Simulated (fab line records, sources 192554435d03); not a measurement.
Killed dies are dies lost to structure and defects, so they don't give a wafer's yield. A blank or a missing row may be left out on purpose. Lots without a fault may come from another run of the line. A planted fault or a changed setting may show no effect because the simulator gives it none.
Which tool did it? | flow n5_finfet | 6 lots, 18 wafers sampled, at 3 steps of a route of 1938

WHAT THE GAUGES READ, wafer by wafer
N5_BEOL_M6_THK_MEAS_01.
lot  | measured     | on            | M6_ILD_THK (nm)
L171 | day 8 23:28  | film_metro-02 | 155.5 155.5 156.4
L177 | day 10 05:48 | film_metro-02 | 150.8 153.2 155.3
L179 | day 10 23:17 | film_metro-01 | 155.8 154.7 155.9
L181 | day 11 10:38 | film_metro-02 | 153.0 155.2 157.1
L188 | day 13 05:02 | film_metro-01 | 152.9 154.6 155.3
L193 | day 14 10:14 | film_metro-01 | 156.3 156.2 157.1

WHICH TOOL RAN EACH LOT (tool, then ch and the chambers of the sampled wafers, then the start)
lot  | N5_BEOL_M5_SPUTTER_88        | N5_BEOL_M6_ILD_DEP_00
L171 | pvd_sputter-03, day 8 20:41  | pecvd-02 ch 0,1,2, day 8 22:53
L177 | pvd_sputter-03, day 10 02:59 | pecvd-01 ch 0,1,2, day 10 05:13
L179 | pvd_sputter-02, day 10 20:10 | pecvd-02 ch 0,1,2, day 10 22:43
L181 | pvd_sputter-02, day 11 07:34 | pecvd-01 ch 0,1, day 11 10:03
L188 | pvd_sputter-03, day 13 01:46 | pecvd-02 ch 0,1,2, day 13 03:59
L193 | pvd_sputter-02, day 14 06:56 | pecvd-02 ch 0,2, day 14 09:10
- N5_BEOL_M5_SPUTTER_88: material Cu, target thk 15 nm, time 27.62 s.
- N5_BEOL_M6_ILD_DEP_00: deposits SiCOH lowk from DEMS/porogen, target thk 179.75 nm, time 33.4 s.

THE ANSWER, worked out from the rows above alone
Rule: what is usual is taken from the lots themselves. Put in order of their means at a reading, lots are off if they are a third of the lots or fewer, leave a main group of 4 or more, and stand apart from it by a gap of 3 or more times the standard deviation of the main group's means; of several such gaps the widest counts. A main group whose means are all the same, to the digits that the tables above print for the reading, isn't used. A lot without any number at a reading at which 4 lots or more have one is off too. The other lots that the step has rows for count as sound.
No lot is off at any reading shown: from this, nothing can be told.

WHAT THE SIMULATOR HAD PUT IN
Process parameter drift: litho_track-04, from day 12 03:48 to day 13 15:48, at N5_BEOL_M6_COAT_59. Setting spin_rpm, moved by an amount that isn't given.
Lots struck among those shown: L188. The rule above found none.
